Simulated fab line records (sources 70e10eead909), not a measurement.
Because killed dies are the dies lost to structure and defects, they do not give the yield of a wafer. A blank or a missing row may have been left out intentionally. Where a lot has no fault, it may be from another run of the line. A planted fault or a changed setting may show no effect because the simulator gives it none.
A struck lot beside a sound one    flow nand_harc    11 out of 1302 route steps
Sound: the wafers L990.2, L990.4, L990.5. Struck: wafer L978.1; the same lot's L978.4 was not struck, so it is left out; see the end for the cause.
Order at every step that has rows: each side's tool, ch and its chambers, its first start. Under that, the readings that differ: sound wafers    struck wafers    difference of the means    sigmas: that difference in standard deviations of wafers without a fault.
alike: same words and numbers on both sides, and readings whose means sit less than 2 such deviations apart. not compared: any withheld reading, any reading some wafer has no value for, any bound like >300 that may hide the same value, and any number with overlapping values for which the record gives no deviation.
Wherever a step has rows on one side only, a row that says differs or no value, or a row with sigmas, the two part there. When numbers do not overlap yet have no deviation, they are printed without sigmas and do not part them. Lack of a reading on every wafer of one side parts them only where that side has two or more wafers.

NHARC_P_START_INSPECT_01:
  sound on defect_inspect-02, day 10 14:03; struck on defect_inspect-01, day 5 14:02
  alike: raw_defect_count
then, 7 steps without rows for these wafers: NHARC_P_ZERO_WELL_PRECLEAN_00 (cleans in SPM, time 600 s); NHARC_P_ZERO_WELL_SRD_01; NHARC_P_ZERO_WELL_PECVD_02 (deposits SiO2, target thk 10 nm); NHARC_P_ZERO_WELL_DEHYDRATE_03 (time 120 s); NHARC_P_ZERO_WELL_HMDS_04 (time 30 s); NHARC_P_ZERO_WELL_COAT_64 (time 65 s); NHARC_P_ZERO_WELL_COAT_05 (resist thk 600 nm).
NHARC_P_ZERO_WELL_SOFTBAKE_06: time 70 s.
  sound on litho_track-05 ch 0, day 10 14:00; struck on litho_track-05 ch 0, day 5 14:00
reading                   sound              struck  difference  sigmas
heater_power_total_W (W)  200.9 200.9 200.0  226.7   +26.1       +20
then, 2 steps without rows for these wafers: NHARC_P_ZERO_WELL_EBR_07; NHARC_END_SORT_01.

## WHERE THEY PART
Only at NHARC_P_ZERO_WELL_SOFTBAKE_06, as far as this record shows.

WHY: what had been put in by the simulator
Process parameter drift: litho_track-05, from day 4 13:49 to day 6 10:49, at NHARC_P_ZERO_WELL_SOFTBAKE_06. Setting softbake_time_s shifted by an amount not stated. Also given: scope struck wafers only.
